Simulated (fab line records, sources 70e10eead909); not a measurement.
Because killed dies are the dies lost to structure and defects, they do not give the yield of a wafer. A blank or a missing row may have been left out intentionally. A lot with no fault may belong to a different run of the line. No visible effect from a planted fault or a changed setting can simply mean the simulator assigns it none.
fab line records -- flow nand_harc -- part 2 of 2: steps 4 to 6 of 6
[record] lots = 24, wafers = 72, last_day = 33
route steps=1302 shown A_STAIRCASE@707
lots that met no fault: from a run of the same line without faults
start_h: the number of hours between the record's first day and the start of the first shown wafer of the lot -- wait_h: hours since the lot's step before -- " same as the row above -- L1.1+2: a single row standing in for several wafers -- - either no value or no given start -- * or withheld: withheld -- < > ~ a bound
route shown NAME@n: NAME is a module with steps in the file, n the number in the route of the first one -- usual: the fault-free wafers' mean and standard deviation -- same: alike in all rows -- chamber/n: place in a boat -- sites: readings site by site -- _std_site: standard deviation of those values -- _edge_site: mean of outer sites minus mean of inner sites -- radius_mm: for every site, how far away it sits from the centre of the wafer -- mask NAME#n: copy n -- behind: the tool/chamber that last shaped the wafer -- hold: reason for holding the lot/hours on hold/outcome of the hold -- device: whichever transistor did not switch (one of n, p or np) -- end of line: tests of these same wafers at the route's end -- step lacking rows: just its recipe -- killed: dies lost to structure and defects at the first sort, not the wafer's yield -- map: dies across one wafer; x = killed, . = not, _ = none there
set.NAME: the setting as run; set.NAME@STEP: as run at that earlier step -- model.NAME: the simulator's own value behind a step, which no gauge read
the route's steps for a sample of lots (tables are steps, rows are wafers)
services: the hour from which a tool's chamber was out of use, counted from the record's first day as start_h (under 0 if before that day), plus the number of hours and why
[[steps]]
[step NHARC_A_STAIRCASE_TRIM_235]
[recipe] time_s = 211.2, o2_flow_sccm = 500, ar_flow_sccm = 0, bias_w = 0, chemistry = O2
[usual] drypump_motor_current_A = 5.7/0.41, oes_product_au = 1.006/0.012, rf_vpp_V = 57.9/0.97, showerhead_plenum_p_Torr = 3.58/0.16, throttle_valve_pct = 17.037/0.0087
lot.wafer,tool,chamber,start_h,wait_h,drypump_motor_current_A,oes_product_au,rf_hours_counter_h,rf_vpp_V,showerhead_plenum_p_Torr,throttle_valve_pct
L074.3,rie_diel-01,0,-,-,4.8,1.002,52,57.5,3.54,17.043
L074.4,rie_diel-01,1,-,-,6.1,1.029,53,57.0,3.48,17.048
L074.5,rie_diel-01,3,-,-,5.6,1.016,-,57.6,3.75,17.030
L075.3,rie_diel-10,2,-,-,5.4,1.005,30,56.1,3.29,17.042
L075.6,rie_diel-10,1,-,-,5.8,1.020,-,58.8,3.55,17.034
L075.4,rie_diel-10,2,-,-,5.4,0.997,-,56.0,3.29,17.055
L076.2,rie_diel-10,1,-,-,5.8,1.014,50,58.1,3.55,17.034
L076.1,rie_diel-10,0,-,-,5.5,1.013,42,59.9,3.78,17.034
L076.5,rie_diel-10,1,-,-,5.8,1.026,-,58.5,3.55,17.032
L078.1,rie_diel-10,1,-,-,5.7,1.012,59,57.0,3.54,17.039
L078.3,rie_diel-10,0,-,-,5.5,1.009,50,59.4,3.78,17.030
L078.6,rie_diel-10,1,-,-,5.8,1.025,-,57.0,3.54,17.041
L077.2,rie_diel-10,2,-,-,5.4,1.006,45,56.5,3.28,17.016
L077.3,rie_diel-10,0,-,-,5.5,1.006,51,59.9,3.78,17.030
L077.4,rie_diel-10,1,-,-,5.8,1.025,60,58.4,3.54,17.022
L079.3,rie_diel-01,3,-,-,5.7,0.999,11,57.9,3.75,17.037
L079.1,rie_diel-01,0,-,-,4.7,1.008,11,57.3,3.53,17.028
L079.4,rie_diel-01,1,-,-,6.1,0.994,11,57.7,3.47,17.039
L080.2,rie_diel-02,0,-,-,6.1,1.009,7,57.7,3.43,17.034
L080.1,rie_diel-02,1,-,-,6.3,1.010,7,57.1,3.53,17.009
L080.4,rie_diel-02,2,-,-,6.1,1.000,11,57.5,3.33,17.030
L081.3,rie_diel-01,2,-,-,5.9,0.986,14,58.4,3.77,17.039
L081.2,rie_diel-01,3,-,-,5.7,1.002,14,58.4,3.75,17.039
L081.6,rie_diel-01,2,-,-,5.9,0.985,-,58.5,3.77,17.033
L083.4,rie_diel-10,2,-,-,5.5,1.013,4,58.6,3.81,17.029
L083.3,rie_diel-10,0,-,-,5.5,0.991,5,58.7,3.77,17.041
L083.6,rie_diel-10,1,-,-,5.8,1.020,-,57.9,3.54,17.022
L082.3,rie_diel-01,1,-,-,6.1,1.011,22,57.7,3.46,17.045
L082.2,rie_diel-01,3,-,-,5.6,1.023,22,58.6,3.74,17.022
L082.5,rie_diel-01,0,-,-,4.8,1.030,-,56.2,3.52,17.049
L084.3,rie_diel-02,1,-,-,6.2,1.019,21,56.9,3.53,17.044
L084.2,rie_diel-02,2,-,-,6.1,1.012,23,55.9,3.33,17.040
L084.5,rie_diel-02,0,-,-,6.1,1.012,-,57.6,3.42,17.037
L085.2,rie_diel-01,0,-,-,4.8,1.023,29,57.7,3.52,17.056
L085.6,rie_diel-01,2,-,-,5.9,0.997,-,58.7,3.76,17.036
L085.5,rie_diel-01,3,-,-,5.7,1.004,-,59.5,3.74,17.058
L086.2,rie_diel-10,2,-,-,5.4,1.014,14,58.5,3.80,17.018
L086.1,rie_diel-10,3,-,-,5.9,0.989,16,58.9,3.62,17.040
L086.6,rie_diel-10,1,-,-,5.7,1.020,-,57.6,3.53,17.026
L087.1,rie_diel-02,3,-,-,5.5,0.988,28,60.1,3.76,17.033
L087.4,rie_diel-02,0,-,-,6.1,1.005,26,59.3,3.42,17.038
L087.5,rie_diel-02,3,-,-,5.5,0.978,-,59.2,3.76,17.045
L089.4,rie_diel-01,2,-,-,5.9,0.999,43,58.8,3.75,17.036
L089.6,rie_diel-01,3,-,-,5.6,1.005,-,58.0,3.73,17.027
L089.5,rie_diel-01,0,-,-,4.7,1.005,-,59.1,3.51,17.046
L088.3,rie_diel-01,1,-,-,6.1,1.007,39,58.9,3.46,17.033
L088.2,rie_diel-01,3,-,-,5.7,1.009,43,57.5,3.73,17.042
L088.6,rie_diel-01,1,-,-,6.1,1.001,-,58.5,3.46,17.044
L091.1,rie_diel-02,0,-,-,6.1,1.016,40,57.5,3.41,17.040
L091.5,rie_diel-02,0,-,-,6.1,1.017,-,58.3,3.41,17.038
L091.6,rie_diel-02,1,-,-,6.3,1.029,-,58.8,3.52,17.035
L090.3,rie_diel-02,3,-,-,5.6,0.993,41,58.8,3.75,17.043
L090.1,rie_diel-02,1,-,-,6.3,1.009,42,57.1,3.52,17.043
L090.5,rie_diel-02,3,-,-,5.5,0.986,-,56.4,3.75,17.043
L092.2,rie_diel-02,2,-,-,6.1,1.011,49,57.0,3.32,17.025
L092.6,rie_diel-02,2,-,-,6.1,1.012,-,56.7,3.32,17.038
L092.5,rie_diel-02,3,-,-,5.6,0.990,-,57.6,3.75,17.031
L093.2,rie_diel-01,0,-,-,4.7,1.016,51,57.0,3.51,17.041
L093.1,rie_diel-01,1,-,-,6.1,1.001,52,57.7,3.45,17.030
L093.5,rie_diel-01,3,-,-,5.7,1.006,-,57.8,3.72,17.031
L094.2,rie_diel-01,0,-,-,4.7,1.011,4,59.1,3.50,17.039
L094.6,rie_diel-01,1,-,-,6.1,1.007,-,58.7,3.45,17.034
L094.5,rie_diel-01,2,-,-,5.9,0.994,-,57.2,3.74,17.045
L095.4,rie_diel-10,0,-,-,5.5,1.009,47,57.4,3.75,17.039
L095.1,rie_diel-10,1,-,-,5.8,1.018,39,56.9,3.52,17.028
L095.2,rie_diel-10,2,-,-,5.4,1.015,43,57.5,3.78,17.032
L096.2,rie_diel-02,3,-,-,5.5,0.994,2,58.2,3.75,17.042
L096.4,rie_diel-02,0,-,-,6.1,1.007,2,56.7,3.41,17.037
L096.6,rie_diel-02,1,-,-,6.2,1.006,-,57.2,3.51,17.032
L097.4,rie_diel-02,0,-,-,6.2,1.012,2,58.6,3.41,17.051
L097.3,rie_diel-02,1,-,-,6.2,1.005,2,58.6,3.51,17.048
L097.5,rie_diel-02,2,-,-,6.1,1.031,-,56.6,3.31,17.040
[step NHARC_A_STAIRCASE_ETCH_236]
[recipe] target_depth_a = 1000, time_s = 40.5, ion_energy_ev = 400, c4f8_flow_sccm = 20, o2_flow_sccm = 10, ar_flow_sccm = withheld, rf_w = 600, bias_w = 1000, chemistry = C4F8/O2
[usual] oes_product_au = 0.950/0.014, rf_fwd_power_W = 592/3.8, rf_vpp_V = 898/5.7
lot.wafer,tool,chamber,start_h,wait_h,oes_product_au,rf_fwd_power_W,rf_hours_counter_h,rf_vpp_V
L074.3,rie_diel-01,2,-,-,0.943,595,56,906
L074.4,rie_diel-01,3,-,-,0.957,588,48,904
L074.5,rie_diel-01,1,-,-,0.977,590,-,893
L075.3,rie_diel-10,3,-,-,0.944,593,36,900
L075.4,rie_diel-10,1,-,-,0.982,594,-,897
L075.6,rie_diel-10,2,-,-,0.967,594,-,887
L076.1,rie_diel-10,0,-,-,0.955,591,42,904
L076.2,rie_diel-10,1,-,-,0.949,596,51,898
L076.5,rie_diel-10,1,-,-,0.950,595,-,896
L078.1,rie_diel-10,0,-,-,0.960,589,50,906
L078.3,rie_diel-10,1,-,-,0.955,597,59,898
L078.6,rie_diel-10,0,-,-,0.965,591,-,905
L077.2,rie_diel-10,1,-,-,0.979,594,60,897
L077.3,rie_diel-10,2,-,-,0.932,592,45,887
L077.4,rie_diel-10,3,-,-,0.934,593,50,899
L079.4,rie_diel-01,2,-,-,0.946,598,10,904
L079.3,rie_diel-01,3,-,-,0.948,586,11,904
L079.1,rie_diel-01,0,-,-,0.953,592,11,895
L080.4,rie_diel-02,2,-,-,0.963,589,11,889
L080.2,rie_diel-02,3,-,-,0.948,593,11,905
L080.1,rie_diel-02,0,-,-,0.944,583,7,891
L081.3,rie_diel-01,1,-,-,0.949,589,14,895
L081.2,rie_diel-01,2,-,-,0.946,596,14,906
L081.6,rie_diel-01,1,-,-,0.956,587,-,892
L083.4,rie_diel-10,1,-,-,0.966,600,4,896
L083.3,rie_diel-10,0,-,-,0.957,594,5,905
L083.6,rie_diel-10,1,-,-,0.971,598,-,895
L082.3,rie_diel-01,3,-,-,0.942,588,22,903
L082.2,rie_diel-01,0,-,-,0.959,595,21,895
L082.5,rie_diel-01,3,-,-,0.956,587,-,902
L084.3,rie_diel-02,0,-,-,0.953,587,23,892
L084.2,rie_diel-02,2,-,-,0.954,588,23,888
L084.5,rie_diel-02,0,-,-,0.952,586,-,892
L085.2,rie_diel-01,2,-,-,0.940,597,31,904
L085.5,rie_diel-01,2,-,-,0.937,599,-,905
L085.6,rie_diel-01,3,-,-,0.945,590,-,905
L086.2,rie_diel-10,1,-,-,0.964,593,11,895
L086.1,rie_diel-10,3,-,-,0.941,594,16,900
L086.6,rie_diel-10,1,-,-,0.959,593,-,896
L087.4,rie_diel-02,1,-,-,0.953,592,25,897
L087.1,rie_diel-02,2,-,-,0.943,593,27,889
L087.5,rie_diel-02,1,-,-,0.954,590,-,895
L089.4,rie_diel-01,2,-,-,0.945,599,43,904
L089.5,rie_diel-01,0,-,-,0.974,593,-,895
L089.6,rie_diel-01,1,-,-,0.943,590,-,893
L088.3,rie_diel-01,1,-,-,0.939,587,39,893
L088.2,rie_diel-01,2,-,-,0.933,595,43,904
L088.6,rie_diel-01,0,-,-,0.962,595,-,896
L091.1,rie_diel-02,3,-,-,0.926,591,40,904
L091.6,rie_diel-02,2,-,-,0.943,586,-,888
L091.5,rie_diel-02,3,-,-,0.913,595,-,905
L090.1,rie_diel-02,1,-,-,0.952,592,42,895
L090.3,rie_diel-02,2,-,-,0.933,591,42,889
L090.5,rie_diel-02,0,-,-,0.938,589,-,892
L092.2,rie_diel-02,0,-,-,0.969,589,46,892
L092.6,rie_diel-02,0,-,-,0.958,587,-,892
L092.5,rie_diel-02,1,-,-,0.986,591,-,895
L093.1,rie_diel-01,1,-,-,0.956,588,52,895
L093.2,rie_diel-01,2,-,-,0.945,596,61,903
L093.5,rie_diel-01,0,-,-,0.965,595,-,895
L094.2,rie_diel-01,3,-,-,0.930,586,5,903
L094.5,rie_diel-01,1,-,-,0.941,587,-,892
L094.6,rie_diel-01,2,-,-,0.922,597,-,901
L095.1,rie_diel-10,1,-,-,0.944,596,40,897
L095.4,rie_diel-10,2,-,-,0.953,592,43,905
L095.2,rie_diel-10,3,-,-,0.934,594,47,899
L096.2,rie_diel-02,2,-,-,0.956,590,2,888
L096.4,rie_diel-02,3,-,-,0.940,592,2,903
L096.6,rie_diel-02,1,-,-,0.939,589,-,894
L097.3,rie_diel-02,0,-,-,0.955,587,2,892
L097.4,rie_diel-02,1,-,-,0.956,589,2,896
L097.5,rie_diel-02,0,-,-,0.949,587,-,892
[step NHARC_A_STAIRCASE_STRIP_238]
[recipe] power_w = 1500, temp_c = 250, chemistry = O2
[usual] drypump_motor_current_A = 5.6/0.68, heater_power_w = 305/27
lot.wafer,tool,chamber,start_h,wait_h,drypump_motor_current_A,heater_power_w,rf_hours_counter_h
L074.4,plasma_asher-01,0,371.65,0.2,5.3,291,-
L074.3,plasma_asher-01,1,371.65,0.2,4.7,338,-
L074.5,plasma_asher-01,1,371.65,0.2,4.7,330,-
L075.4,plasma_asher-02,0,374.42,0.2,6.2,323,-
L075.3,plasma_asher-02,1,374.42,0.2,6.4,293,-
L075.6,plasma_asher-02,0,374.42,0.2,6.3,312,-
L076.1,plasma_asher-01,1,391.02,0.1,4.7,331,8
L076.2,plasma_asher-01,0,391.02,0.1,5.3,293,8
L076.5,plasma_asher-01,0,391.02,0.1,5.3,291,-
L078.1,plasma_asher-01,1,400.88,0.1,4.7,330,9
L078.3,plasma_asher-01,1,400.88,0.1,4.7,349,-
L078.6,plasma_asher-01,0,400.88,0.1,5.3,286,-
L077.2,plasma_asher-01,0,402.00,0.1,5.3,291,10
L077.3,plasma_asher-01,1,402.00,0.1,4.7,337,-
L077.4,plasma_asher-01,0,402.00,0.1,5.3,296,-
L079.1,plasma_asher-02,1,421.99,0.1,6.3,296,35
L079.3,plasma_asher-02,0,421.99,0.1,6.2,320,-
L079.4,plasma_asher-02,1,421.99,0.1,6.3,291,-
L080.1,plasma_asher-02,1,424.76,0.1,6.3,292,36
L080.2,plasma_asher-02,0,424.76,0.1,6.3,315,36
L080.4,plasma_asher-02,0,424.76,0.1,6.3,325,-
L081.2,plasma_asher-02,0,435.87,0.5,6.3,300,0
L081.3,plasma_asher-02,1,435.87,0.5,6.3,274,-
L081.6,plasma_asher-02,0,435.87,0.5,6.2,291,-
L083.3,plasma_asher-02,0,449.17,0.2,6.2,291,-
L083.4,plasma_asher-02,1,449.17,0.2,6.4,275,-
L083.6,plasma_asher-02,1,449.17,0.2,6.3,278,-
L082.2,plasma_asher-01,0,453.55,0.1,5.3,295,21
L082.3,plasma_asher-01,1,453.55,0.1,4.7,328,-
L082.5,plasma_asher-01,1,453.55,0.1,4.7,330,-
L084.2,plasma_asher-02,0,470.37,0.1,6.3,310,7
L084.3,plasma_asher-02,0,470.37,0.1,6.2,296,-
L084.5,plasma_asher-02,0,470.37,0.1,6.2,310,-
L085.2,plasma_asher-01,0,477.90,0.1,5.3,297,26
L085.6,plasma_asher-01,0,477.90,0.1,5.3,296,-
L085.5,plasma_asher-01,1,477.90,0.1,4.7,333,-
L086.2,plasma_asher-01,1,487.37,0.1,4.7,326,28
L086.1,plasma_asher-01,0,487.37,0.1,5.3,288,28
L086.6,plasma_asher-01,1,487.37,0.1,4.7,337,-
L087.1,plasma_asher-01,0,487.81,0.1,5.3,295,28
L087.4,plasma_asher-01,1,487.81,0.1,4.7,335,-
L087.5,plasma_asher-01,0,487.81,0.1,5.3,291,-
L089.4,plasma_asher-02,0,508.38,0.2,6.2,300,-
L089.6,plasma_asher-02,1,508.38,0.2,6.3,279,-
L089.5,plasma_asher-02,0,508.38,0.2,6.3,298,-
L088.2,plasma_asher-02,1,510.35,0.1,6.3,274,16
L088.3,plasma_asher-02,1,510.35,0.1,6.4,274,-
L088.6,plasma_asher-02,1,510.35,0.1,6.4,272,-
L091.1,plasma_asher-02,0,531.78,0.1,6.2,288,22
L091.5,plasma_asher-02,0,531.78,0.1,6.3,302,-
L091.6,plasma_asher-02,1,531.78,0.1,6.3,269,-
L090.1,plasma_asher-01,0,532.75,0.1,5.3,279,0
L090.3,plasma_asher-01,0,532.75,0.1,5.3,281,-
L090.5,plasma_asher-01,1,532.75,0.1,4.7,368,-
L092.2,plasma_asher-01,1,548.45,0.1,4.7,358,3
L092.6,plasma_asher-01,1,548.45,0.1,4.7,351,-
L092.5,plasma_asher-01,0,548.45,0.1,5.4,280,-
L093.1,plasma_asher-02,1,549.38,0.1,6.4,276,25
L093.2,plasma_asher-02,0,549.38,0.1,6.2,291,25
L093.5,plasma_asher-02,0,549.38,0.1,6.2,299,-
L094.2,plasma_asher-01,1,576.15,0.1,4.7,356,8
L094.5,plasma_asher-01,1,576.15,0.1,4.7,371,-
L094.6,plasma_asher-01,0,576.15,0.1,5.3,282,-
L095.1,plasma_asher-01,0,576.56,0.1,5.3,295,9
L095.2,plasma_asher-01,1,576.56,0.1,4.7,361,9
L095.4,plasma_asher-01,1,576.56,0.1,4.7,363,-
L096.2,plasma_asher-01,1,586.56,0.1,4.7,365,10
L096.4,plasma_asher-01,1,586.56,0.1,4.7,358,-
L096.6,plasma_asher-01,1,586.56,0.1,4.7,353,-
L097.3,plasma_asher-02,1,586.95,0.2,6.3,278,-
L097.4,plasma_asher-02,0,586.95,0.2,6.2,297,-
L097.5,plasma_asher-02,1,586.95,0.2,6.3,273,-
[[services]]
tool,chamber,start_h,hours,kind
plasma_asher-01,-,344.60,9.0,pm
rie_diel-01,1,349.19,1.7,repair
rie_diel-02,0,350.05,-,clean
rie_diel-02,1,350.05,-,clean
rie_diel-02,2,350.05,-,clean
rie_diel-02,3,350.05,-,clean
rie_diel-10,-,351.67,2.7,repair
rie_diel-10,0,368.82,15.9,repair
rie_diel-02,0,374.55,-,clean
rie_diel-01,-,380.96,9.0,pm
rie_diel-02,-,393.71,9.0,pm
rie_diel-10,0,405.13,4.4,repair
rie_diel-10,-,422.96,9.0,pm
plasma_asher-02,-,426.87,9.0,pm
rie_diel-01,0,429.08,2.5,repair
rie_diel-10,1,463.91,12.3,repair
rie_diel-10,0,498.78,5.2,repair
rie_diel-02,0,511.33,1.3,repair
plasma_asher-01,-,521.60,9.0,pm
rie_diel-10,0,539.17,2.1,repair
rie_diel-02,1,551.20,4.7,repair
rie_diel-01,-,557.96,9.0,pm
rie_diel-02,-,570.74,9.0,pm
plasma_asher-01,-,580.76,1.7,repair
